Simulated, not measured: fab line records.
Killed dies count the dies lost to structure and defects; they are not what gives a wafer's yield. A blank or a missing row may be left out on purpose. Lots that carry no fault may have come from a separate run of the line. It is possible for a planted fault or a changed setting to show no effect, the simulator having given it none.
The tool behind it: which one? ; flow nandHarc ; 12 lots, 36 wafers sampled, at 5 steps of a route of 1302

== WHAT EACH GAUGE READ, for each wafer ==
Not one reading of a measure or inspect step in the record can be checked against a usual standard deviation.

== TOOL THAT RAN EACH LOT (tool first, then ch and the chambers of the sampled wafers, then the start) ==
lot;NHARC_A_DECK1_JOINT_DEP_16;NHARC_A_CHANNEL_FILL_D2_ALD_15;NHARC_A_CHANNEL_FILL_D2_ETCHBACK_20;NHARC_A_CHANNEL_FILL_D2_STRIP_29;NHARC_A_CHANNEL_FILL_D2_RTA_24
L629;pecvd-03 ch 0,1,2, day 12 09:55;aldSinBatch-01 ch 0, day 14 09:56 or earlier;rieDiel-04 ch 0,1,2, day 14 09:56;rieDiel-04 ch 0,2,3, day 15 09:30 or earlier;rtpAnneal-02 ch 0, day 15 09:30
L632;pecvd-04 ch 0,1, day 13 11:47;aldSinBatch-02 ch 0, day 15 12:10 or earlier;rieDiel-04 ch 2,3, day 15 12:10;rieDiel-04 ch 0,1,2, day 16 11:59 or earlier;rtpAnneal-01 ch 0, day 16 11:59
L631;pecvd-02 ch 1,2, day 13 11:56;aldSinBatch-01 ch 0, day 15 17:52 or earlier;rieDiel-01 ch 0,2, day 15 17:52;rieDiel-04 ch 1,2,3, day 16 19:44 or earlier;rtpAnneal-02 ch 0, day 16 19:44
L634;pecvd-04 ch 0,1,2, day 14 20:13;aldSinBatch-01 ch 0, day 17 04:50 or earlier;rieDiel-04 ch 1,2,3, day 17 04:50;rieDiel-01 ch 0,1,3, day 18 04:39 or earlier;rtpAnneal-01 ch 0, day 18 04:39
L635;pecvd-04 ch 0,1,2, day 15 01:53;aldSinBatch-01 ch 0, day 17 08:34 or earlier;rieDiel-04 ch 0,1, day 17 08:34;rieDiel-01 ch 0,1, day 18 10:37 or earlier;rtpAnneal-01 ch 0, day 18 10:37
L636;pecvd-02 ch 0,1, day 15 19:35;aldSinBatch-02 ch 0, day 17 23:13 or earlier;rieDiel-04 ch 1,2,3, day 17 23:13;rieDiel-01 ch 0,2,3, day 18 23:44 or earlier;rtpAnneal-02 ch 0, day 18 23:44
L639;pecvd-03 ch 0,1, day 16 21:00;aldSinBatch-02 ch 0, day 18 23:23 or earlier;rieDiel-01 ch 1,2,3, day 18 23:23;rieDiel-03 ch 0,1,3, day 19 18:23;rtpAnneal-01 ch 0, day 20 00:26
L640;pecvd-03 ch 0,2, day 17 07:39;aldSinBatch-01 ch 0, day 19 10:52 or earlier;rieDiel-03 ch 0,1,3, day 19 10:52;rieDiel-01 ch 0,2,3, day 20 10:43 or earlier;rtpAnneal-02 ch 0, day 20 10:43
L644;pecvd-03 ch 0,1,2, day 18 18:55;aldSinBatch-02 ch 0, day 21 04:13 or earlier;rieDiel-04 ch 0,2,3, day 21 04:13;rieDiel-01 ch 1,2,3, day 22 07:42 or earlier;rtpAnneal-02 ch 0, day 22 07:42
L648;pecvd-02 ch 0,2, day 19 20:39;aldSinBatch-02 ch 0, day 21 23:47 or earlier;rieDiel-01 ch 2,3, day 21 23:47;rieDiel-01 ch 0,2,3, day 22 23:32 or earlier;rtpAnneal-02 ch 0, day 22 23:32
L649;pecvd-03 ch 0,1, day 20 19:18;aldSinBatch-03 ch 0, day 23 03:28 or earlier;rieDiel-01 ch 0,1, day 23 03:28;rieDiel-04 ch 0,2,3, day 24 02:43 or earlier;rtpAnneal-02 ch 0, day 24 02:43
L652;pecvd-02 ch 0,1,2, day 21 11:47;aldSinBatch-03 ch 0, day 23 17:09 or earlier;rieDiel-01 ch 0,2,3, day 23 17:09;rieDiel-04 ch 0,1,2, day 24 16:47 or earlier;rtpAnneal-02 ch 0, day 24 16:47
- NHARC_A_DECK1_JOINT_DEP_16: deposits SiO2, target thk 45 nm.
- NHARC_A_CHANNEL_FILL_D2_ALD_15: deposits SiNx, target thk 2 nm, pulse time 60 s, ald cycles 19.
- NHARC_A_CHANNEL_FILL_D2_ETCHBACK_20: etches the open film in C4F8/O2/Ar, target depth 27 nm, time 13.5 s.
- NHARC_A_CHANNEL_FILL_D2_STRIP_29: strips in O2, time 20 s.
- NHARC_A_CHANNEL_FILL_D2_RTA_24: time 5 s.

== AS READ BY THE TOOLS THEMSELVES (means over the sampled wafers that have a number; for cases with no such wafer, the mark the record gives instead) ==
NHARC_A_DECK1_JOINT_DEP_16. Usual: heaterPowerW 562 W, standard deviation 74; throttleValvePct 15.9 %, standard deviation 0.63.
lot;tool;heaterPowerW (W);throttleValvePct (%);flag
L629;pecvd-03;513;15.7;
L632;pecvd-04;641;15.6;
L631;pecvd-02;582;16.3;
L634;pecvd-04;615;15.8;
L635;pecvd-04;613;15.9;
L636;pecvd-02;524;15.6;
L639;pecvd-03;468;15.2;
L640;pecvd-03;495;16.2;
L644;pecvd-03;528;15.7;
L648;pecvd-02;638;16.4;
L649;pecvd-03;523;15.3;
L652;pecvd-02;594;16.2;

NHARC_A_CHANNEL_FILL_D2_ALD_15. Usual: precursorPulseHeightRel at 0.999, with a standard deviation of 0.019.
lot;tool;precursorPulseHeightRel;flag
L629;aldSinBatch-01;1.013;
L632;aldSinBatch-02;0.985;
L631;aldSinBatch-01;1.018;
L634;aldSinBatch-01;0.998;
L635;aldSinBatch-01;1.027;
L636;aldSinBatch-02;0.986;
L639;aldSinBatch-02;0.993;
L640;aldSinBatch-01;0.995;
L644;aldSinBatch-02;0.982;
L648;aldSinBatch-02;0.988;
L649;aldSinBatch-03;0.985;
L652;aldSinBatch-03;0.993;

NHARC_A_CHANNEL_FILL_D2_ETCHBACK_20. Usual: oesProductAu 0.983 a.u., standard deviation 0.024; rfVppV 978 V, standard deviation 6.6.
lot;tool;oesProductAu (a.u.);rfVppV (V);flag
L629;rieDiel-04;0.993;980;
L632;rieDiel-04;0.995;981;
L631;rieDiel-01;0.989;984;
L634;rieDiel-04;0.926;979;
L635;rieDiel-04;0.977;979;
L636;rieDiel-04;0.993;979;
L639;rieDiel-01;0.997;976;
L640;rieDiel-03;0.922;975;
L644;rieDiel-04;0.992;982;
L648;rieDiel-01;0.985;977;
L649;rieDiel-01;1.007;976;
L652;rieDiel-01;0.968;981;

NHARC_A_CHANNEL_FILL_D2_STRIP_29. Usual: drypumpMotorCurrentA 5.7 A, standard deviation 0.53; mfcArSccm 0.010 sccm, standard deviation 0.016; oesProductAu 0.996 a.u., standard deviation 0.0073; rfVppV 57.7 V, standard deviation 0.84; showerheadPlenumPTorr 3.54 Torr, standard deviation 0.17; throttleValvePct 17.035 %, standard deviation 0.0096.
lot;tool;drypumpMotorCurrentA (A);mfcArSccm (sccm);oesProductAu (a.u.);rfVppV (V);showerheadPlenumPTorr (Torr);throttleValvePct (%);flag
L629;rieDiel-04;5.7;0.006;1.004;58.4;3.63;17.041;
L632;rieDiel-04;5.5;0.002;1.004;57.5;3.58;17.033;
L631;rieDiel-04;5.7;0.006;1.003;56.9;3.54;17.039;
L634;rieDiel-01;6.1;0.015;0.999;57.9;3.52;17.032;
L635;rieDiel-01;6.3;0.015;1.000;57.8;3.48;17.036;
L636;rieDiel-01;6.0;0.027;0.984;58.2;3.62;17.035;
L639;rieDiel-03;5.5;0.001;0.993;56.7;3.46;17.033;
L640;rieDiel-01;6.0;0.027;0.988;57.3;3.62;17.040;
L644;rieDiel-01;6.2;0.012;0.985;57.8;3.46;17.040;
L648;rieDiel-01;6.0;0.027;0.990;57.7;3.62;17.046;
L649;rieDiel-04;5.7;0.006;0.990;57.5;3.63;17.032;
L652;rieDiel-04;5.5;0.002;1.000;57.6;3.58;17.031;

NHARC_A_CHANNEL_FILL_D2_RTA_24. Usual: lampPowerPct 28.3 %, standard deviation 0.45; lamp_zone_1_pct 28.3 %, standard deviation 0.45; lamp_zone_2_pct 28.3 %, standard deviation 0.45; wafer_temp_C_max 1005.7, standard deviation 1.8.
lot;tool;lampPowerPct (%);lamp_zone_1_pct (%);lamp_zone_2_pct (%);wafer_temp_C_max;flag
L629;rtpAnneal-02;28.7;28.7;28.7;1003.9;
L632;rtpAnneal-01;29.2;29.2;29.1;1023.0;OFF
L631;rtpAnneal-02;28.7;28.7;28.7;1003.6;
L634;rtpAnneal-01;29.2;29.2;29.2;1023.1;OFF
L635;rtpAnneal-01;29.2;29.2;29.2;1023.1;OFF
L636;rtpAnneal-02;28.7;28.7;28.7;1005.0;
L639;rtpAnneal-01;29.2;29.2;29.2;1023.1;OFF
L640;rtpAnneal-02;28.7;28.7;28.7;1004.3;
L644;rtpAnneal-02;28.7;28.7;28.7;1004.2;
L648;rtpAnneal-02;28.7;28.7;28.7;1004.2;
L649;rtpAnneal-02;28.7;28.8;28.7;1004.6;
L652;rtpAnneal-02;28.7;28.7;28.7;1003.3;

== THE ANSWER, worked out from the rows above alone ==
Rule: lot off if the mean of its wafers having a number is beyond 3 standard deviations from the usual mean. Also off: a lot with no number at a reading for which 4 or more lots have one. Where the step has rows for the other lots, those lots are counted as sound. First the gauges in route order, then the tools' own readings, where a lot's mean is used as printed above. At the first step where some lot is off, the reading lying furthest off is the one used; lots without a number count as furthest.
Off at NHARC_A_CHANNEL_FILL_D2_RTA_24 (wafer_temp_C_max): L632, L634, L635, L639.
A tool fits if, at that step or a process step before it, it ran every lot that is off, and no sound lot after the first of them. With no start given for some of its lots, NHARC_A_CHANNEL_FILL_D2_ALD_15 uses the hours and lot order of NHARC_A_CHANNEL_FILL_D2_ETCHBACK_20. With no start given for some of its lots, NHARC_A_CHANNEL_FILL_D2_STRIP_29 uses the hours and lot order of NHARC_A_CHANNEL_FILL_D2_RTA_24. One fits: NHARC_A_CHANNEL_FILL_D2_RTA_24 on rtpAnneal-01. It ran no sound lot before its first lot that is off in this sample, so the start can't be narrowed down.
The tool's own readings at NHARC_A_CHANNEL_FILL_D2_RTA_24 bear it out: on the lots that are off they differ by more than 5 times the standard deviation of the sound lots' means. lampPowerPct reads 29.2 % there against 28.7 % on the sound lots; lamp_zone_1_pct reads 29.2 % there against 28.7 % on the sound lots; lamp_zone_2_pct reads 29.2 % there against 28.7 % on the sound lots; wafer_temp_C_max reads 1023.1 there against 1004.1 on the sound lots.

== WHAT THE SIMULATOR PUT IN ==
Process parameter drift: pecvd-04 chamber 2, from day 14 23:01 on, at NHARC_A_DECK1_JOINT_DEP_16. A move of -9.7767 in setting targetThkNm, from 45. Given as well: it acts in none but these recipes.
Process parameter drift: rtpAnneal-01, from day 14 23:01 on, at NHARC_A_CHANNEL_FILL_D2_RTA_24. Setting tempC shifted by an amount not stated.
Lots struck among those shown: L632, L634, L635, L639. This agrees with what the rule above found.
